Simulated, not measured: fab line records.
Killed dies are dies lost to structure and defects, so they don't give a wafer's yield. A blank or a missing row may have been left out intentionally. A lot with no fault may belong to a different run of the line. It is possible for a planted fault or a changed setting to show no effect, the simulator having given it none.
Chamber matching || flow n5-finfet || 3 sister chambers for N5_BEOL_M6_CURE_74 on uv-cure-01
The step cures SiCOH lowk, time 240 s. 3 wafers are shown with their chamber, then 10 later ones without.

== WAFERS PAIRED WITH THEIR CHAMBERS ==
{"wafer": "L081.6", "chamber": 0, "lamp-power-pct (%)": 52.33}
{"wafer": "L086.5", "chamber": 2, "lamp-power-pct (%)": 52.26}
{"wafer": "L087.5", "chamber": 1, "lamp-power-pct (%)": 52.30}

== WAFERS MISSING THEIR CHAMBER ==
{"wafer": "L087.6", "lamp-power-pct (%)": 52.26}
{"wafer": "L093.2", "lamp-power-pct (%)": 52.26}
{"wafer": "L093.3", "lamp-power-pct (%)": 52.41}
{"wafer": "L093.6", "lamp-power-pct (%)": 52.33}
{"wafer": "L096.1", "lamp-power-pct (%)": 52.35}
{"wafer": "L096.4", "lamp-power-pct (%)": 52.34}
{"wafer": "L096.6", "lamp-power-pct (%)": 52.30}
{"wafer": "L097.3", "lamp-power-pct (%)": 52.20}
{"wafer": "L097.4", "lamp-power-pct (%)": 52.15}
{"wafer": "L097.6", "lamp-power-pct (%)": 52.28}

== WHICH CHAMBER EACH WENT THROUGH ==
{"wafer": "L087.6", "from the rows above": "can't be placed: 2 or 1 or 0", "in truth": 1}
{"wafer": "L093.2", "from the rows above": "can't be placed: 2 or 1 or 0", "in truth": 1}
{"wafer": "L093.3", "from the rows above": "can't be placed: 0 or 1 or 2", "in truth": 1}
{"wafer": "L093.6", "from the rows above": "can't be placed: 0 or 1 or 2", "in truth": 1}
{"wafer": "L096.1", "from the rows above": "can't be placed: 0 or 1 or 2", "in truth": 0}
{"wafer": "L096.4", "from the rows above": "can't be placed: 0 or 1 or 2", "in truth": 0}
{"wafer": "L096.6", "from the rows above": "can't be placed: 1 or 0 or 2", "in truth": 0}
{"wafer": "L097.3", "from the rows above": "can't be placed: 2 or 1 or 0", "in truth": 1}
{"wafer": "L097.4", "from the rows above": "can't be placed: 2 or 1 or 0", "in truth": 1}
{"wafer": "L097.6", "from the rows above": "can't be placed: 1 or 2 or 0", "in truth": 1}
0 of 10 placed correctly. Unplaceable from these rows: 10, with the true chamber sitting among the candidates in 10. Placed wrongly: 0.
How it was worked out, from the rows above alone: a wafer's distance from a chamber is the root of the sum, over the readings, of the square of ((its reading less the chamber's mean) divided by the reading's scatter). If the next closest chamber is less than 2 further off than the closest, the wafer can't be placed; otherwise it belongs to the closest. For every chamber, the mean is computed from those of its wafers that are shown. The scatter: root of mean squared gap, hidden wafer to nearest shown wafer, with one shown wafer a chamber.
